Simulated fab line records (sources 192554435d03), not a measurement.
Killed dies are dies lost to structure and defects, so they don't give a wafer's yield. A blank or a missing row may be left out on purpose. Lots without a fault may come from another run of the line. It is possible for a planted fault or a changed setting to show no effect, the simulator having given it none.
Which of the tools did it? / flow n5_finfet / 11 lots with 33 wafers sampled at 4 steps, on a route of 1938 steps

## WHAT THE GAUGES SHOWED, per wafer
N5_BEOL_M15_INSPECT_30: inspects for defects (macro).
lot=L400; measured=day 11 15:00; on=defect_inspect-02; raw_defect_count=1 2 2
lot=L403; measured=day 11 15:49; on=defect_inspect-01; raw_defect_count=3 4 3
lot=L402; measured=day 11 19:07; on=defect_inspect-01; raw_defect_count=1 3 2
lot=L407; measured=day 13 00:04; on=defect_inspect-01; raw_defect_count=2 2 2
lot=L409; measured=day 13 07:13; on=defect_inspect-02; raw_defect_count=2 3 2
lot=L415; measured=day 15 10:15; on=defect_inspect-01; raw_defect_count=1 0 3
lot=L417; measured=day 15 20:10; on=defect_inspect-01; raw_defect_count=1 4 3
lot=L420; measured=day 16 12:39; on=defect_inspect-01; raw_defect_count=3 3 2
lot=L418; measured=day 16 13:02; on=defect_inspect-02; raw_defect_count=4 2 3
lot=L421; measured=day 16 17:10; on=defect_inspect-02; raw_defect_count=1 0 1
lot=L422; measured=day 17 02:06; on=defect_inspect-02; raw_defect_count=2 4 2

N5_BEOL_M15_INSPECT_55: inspects for defects (darkfield).
lot=L400; measured=day 11 20:40; on=defect_inspect-02; raw_defect_count=60 71 69
lot=L403; measured=day 11 20:56; on=defect_inspect-02; raw_defect_count=54 78 71
lot=L402; measured=day 11 21:28; on=defect_inspect-02; raw_defect_count=60 43 59
lot=L407; measured=day 13 02:32; on=defect_inspect-01; raw_defect_count=51 38 57
lot=L409; measured=day 13 11:32; on=defect_inspect-02; raw_defect_count=44 51 49
lot=L415; measured=day 15 13:49; on=defect_inspect-02; raw_defect_count=62 59 66
lot=L417; measured=day 16 02:13; on=defect_inspect-02; raw_defect_count=52 71 44
lot=L420; measured=day 16 16:31; on=defect_inspect-02; raw_defect_count=61 58 52
lot=L418; measured=day 16 18:02; on=defect_inspect-02; raw_defect_count=56 76 51
lot=L421; measured=day 16 22:17; on=defect_inspect-02; raw_defect_count=65 41 60
lot=L422; measured=day 17 06:22; on=defect_inspect-02; raw_defect_count=78 74 48

## TOOL THAT RAN EACH LOT (tool first, then ch and the chambers of the sampled wafers, then the start)
lot=L400; N5_BEOL_M15_ETCH_61=rie_diel-04 ch 1,2,3, day 11 15:04; N5_BEOL_M15_CMP_49=cmp-01 ch 2,3, day 11 20:15
lot=L403; N5_BEOL_M15_ETCH_61=rie_diel-04 ch 1,2,3, day 11 16:05; N5_BEOL_M15_CMP_49=cmp-04 ch 0,1,2, day 11 20:31
lot=L402; N5_BEOL_M15_ETCH_61=rie_diel-03 ch 1,2, day 11 19:11; N5_BEOL_M15_CMP_49=cmp-04 ch 0,2,3, day 11 21:06
lot=L407; N5_BEOL_M15_ETCH_61=rie_diel-01 ch 1,3, day 13 00:16; N5_BEOL_M15_CMP_49=cmp-03 ch 0,2, day 13 02:04
lot=L409; N5_BEOL_M15_ETCH_61=rie_diel-01 ch 1,2,3, day 13 07:20; N5_BEOL_M15_CMP_49=cmp-04 ch 0,3, day 13 11:08
lot=L415; N5_BEOL_M15_ETCH_61=rie_diel-04 ch 0,1,2, day 15 10:23; N5_BEOL_M15_CMP_49=cmp-01 ch 0,1, day 15 13:22
lot=L417; N5_BEOL_M15_ETCH_61=rie_diel-04 ch 0,2, day 15 20:18; N5_BEOL_M15_CMP_49=cmp-04 ch 2,3, day 16 01:46
lot=L420; N5_BEOL_M15_ETCH_61=rie_diel-04 ch 0,1,3, day 16 13:19; N5_BEOL_M15_CMP_49=cmp-03 ch 0,1,3, day 16 16:09
lot=L418; N5_BEOL_M15_ETCH_61=rie_diel-01 ch 0,3, day 16 14:02; N5_BEOL_M15_CMP_49=cmp-01 ch 0,1,2, day 16 17:40
lot=L421; N5_BEOL_M15_ETCH_61=rie_diel-01 ch 0,2,3, day 16 17:14; N5_BEOL_M15_CMP_49=cmp-04 ch 0,2,3, day 16 21:50
lot=L422; N5_BEOL_M15_ETCH_61=rie_diel-04 ch 0,1,3, day 17 02:23; N5_BEOL_M15_CMP_49=cmp-01 ch 0,2,3, day 17 05:58
- N5_BEOL_M15_ETCH_61: etches BARC in N2/H2, target depth 89 nm, overetch 26.7 nm, time 67.9 s.
- N5_BEOL_M15_CMP_49: polishes, stops on SiO2, t overpolish 4.9 s, target thk 850 nm.

## AS READ BY THE TOOLS THEMSELVES (means over the sampled wafers that have a number; for cases with no such wafer, the mark the record gives instead)
N5_BEOL_M15_ETCH_61.
lot=L400; tool=rie_diel-04; drypump_motor_current_A (A)=5.7; oes_product_au (a.u.)=0.65; rf_vpp_V (V)=522.1; showerhead_plenum_p_Torr (Torr)=2.44; throttle_valve_pct (%)=17.61
lot=L403; tool=rie_diel-04; drypump_motor_current_A (A)=5.7; oes_product_au (a.u.)=0.64; rf_vpp_V (V)=520.9; showerhead_plenum_p_Torr (Torr)=2.44; throttle_valve_pct (%)=17.61
lot=L402; tool=rie_diel-03; drypump_motor_current_A (A)=5.5; oes_product_au (a.u.)=0.76; rf_vpp_V (V)=525.2; showerhead_plenum_p_Torr (Torr)=2.60; throttle_valve_pct (%)=17.70
lot=L407; tool=rie_diel-01; drypump_motor_current_A (A)=5.7; oes_product_au (a.u.)=0.67; rf_vpp_V (V)=522.7; showerhead_plenum_p_Torr (Torr)=2.53; throttle_valve_pct (%)=17.77
lot=L409; tool=rie_diel-01; drypump_motor_current_A (A)=5.5; oes_product_au (a.u.)=0.66; rf_vpp_V (V)=523.2; showerhead_plenum_p_Torr (Torr)=2.51; throttle_valve_pct (%)=17.79
lot=L415; tool=rie_diel-04; drypump_motor_current_A (A)=5.9; oes_product_au (a.u.)=0.69; rf_vpp_V (V)=521.8; showerhead_plenum_p_Torr (Torr)=2.45; throttle_valve_pct (%)=17.68
lot=L417; tool=rie_diel-04; drypump_motor_current_A (A)=5.9; oes_product_au (a.u.)=0.73; rf_vpp_V (V)=522.8; showerhead_plenum_p_Torr (Torr)=2.51; throttle_valve_pct (%)=17.76
lot=L420; tool=rie_diel-04; drypump_motor_current_A (A)=5.6; oes_product_au (a.u.)=0.72; rf_vpp_V (V)=522.9; showerhead_plenum_p_Torr (Torr)=2.51; throttle_valve_pct (%)=17.65
lot=L418; tool=rie_diel-01; drypump_motor_current_A (A)=5.4; oes_product_au (a.u.)=0.65; rf_vpp_V (V)=524.4; showerhead_plenum_p_Torr (Torr)=2.58; throttle_valve_pct (%)=17.82
lot=L421; tool=rie_diel-01; drypump_motor_current_A (A)=5.3; oes_product_au (a.u.)=0.66; rf_vpp_V (V)=522.8; showerhead_plenum_p_Torr (Torr)=2.51; throttle_valve_pct (%)=17.80
lot=L422; tool=rie_diel-04; drypump_motor_current_A (A)=5.5; oes_product_au (a.u.)=0.72; rf_vpp_V (V)=522.3; showerhead_plenum_p_Torr (Torr)=2.50; throttle_valve_pct (%)=17.68

N5_BEOL_M15_CMP_49.
lot=L400; tool=cmp-01; barrier_field_endpoint_s (s)=11.73; head_pressure_psi (psi)=1.997; motor_current_A (A)=9.0; overpolish_run_s (s)=4.896; pad_life_wafers=1729
lot=L403; tool=cmp-04; barrier_field_endpoint_s (s)=11.52; head_pressure_psi (psi)=2.001; motor_current_A (A)=7.8; overpolish_run_s (s)=4.898; pad_life_wafers=1070
lot=L402; tool=cmp-04; barrier_field_endpoint_s (s)=11.46; head_pressure_psi (psi)=2.000; motor_current_A (A)=7.8; overpolish_run_s (s)=4.904; pad_life_wafers=1082
lot=L407; tool=cmp-03; barrier_field_endpoint_s (s)=10.87; head_pressure_psi (psi)=2.002; motor_current_A (A)=8.4; overpolish_run_s (s)=4.902; pad_life_wafers=211
lot=L409; tool=cmp-04; barrier_field_endpoint_s (s)=14.14; head_pressure_psi (psi)=1.650; motor_current_A (A)=7.4; overpolish_run_s (s)=4.901; pad_life_wafers=1399
lot=L415; tool=cmp-01; barrier_field_endpoint_s (s)=11.36; head_pressure_psi (psi)=2.003; motor_current_A (A)=7.2; overpolish_run_s (s)=4.893; pad_life_wafers=344
lot=L417; tool=cmp-04; barrier_field_endpoint_s (s)=11.64; head_pressure_psi (psi)=2.005; motor_current_A (A)=7.5; overpolish_run_s (s)=4.902; pad_life_wafers=1974
lot=L420; tool=cmp-03; barrier_field_endpoint_s (s)=11.14; head_pressure_psi (psi)=2.001; motor_current_A (A)=8.4; overpolish_run_s (s)=4.900; pad_life_wafers=896
lot=L418; tool=cmp-01; barrier_field_endpoint_s (s)=11.36; head_pressure_psi (psi)=2.000; motor_current_A (A)=7.6; overpolish_run_s (s)=4.900; pad_life_wafers=560
lot=L421; tool=cmp-04; barrier_field_endpoint_s (s)=11.39; head_pressure_psi (psi)=2.005; motor_current_A (A)=7.8; overpolish_run_s (s)=4.901; pad_life_wafers=44
lot=L422; tool=cmp-01; barrier_field_endpoint_s (s)=11.53; head_pressure_psi (psi)=2.002; motor_current_A (A)=8.1; overpolish_run_s (s)=4.911; pad_life_wafers=638

## THE ANSWER, worked out from the rows above alone
Rule: the usual values come from the lots themselves. Put in order of their means at a reading, lots are off if they are a third of the lots or fewer, leave a main group of 4 or more, and stand apart from it by a gap of 3 or more times the standard deviation of the main group's means; of several such gaps the widest counts. The tables above print the reading to a certain number of digits; a main group whose means all agree to those digits is not used. A lot without any number at a reading at which 4 lots or more have one is off too. Any other lot the step has rows for is counted as sound. After the gauges, taken in route order, come the tools' own readings; for these a lot's mean is taken, as printed above. The first step at which some lot is off is used, and at that step the reading that is off furthest; a lot without a number counts as furthest.
Off: L409, at N5_BEOL_M15_CMP_49 (head_pressure_psi). The main group: mean 2.002 psi, standard deviation 0.0023.
A tool fits if, at that step or a process step before it, it ran every lot that is off, and no sound lot after the first of them. No candidate that was tried fits.

## WHAT THE SIMULATOR HAD PUT IN
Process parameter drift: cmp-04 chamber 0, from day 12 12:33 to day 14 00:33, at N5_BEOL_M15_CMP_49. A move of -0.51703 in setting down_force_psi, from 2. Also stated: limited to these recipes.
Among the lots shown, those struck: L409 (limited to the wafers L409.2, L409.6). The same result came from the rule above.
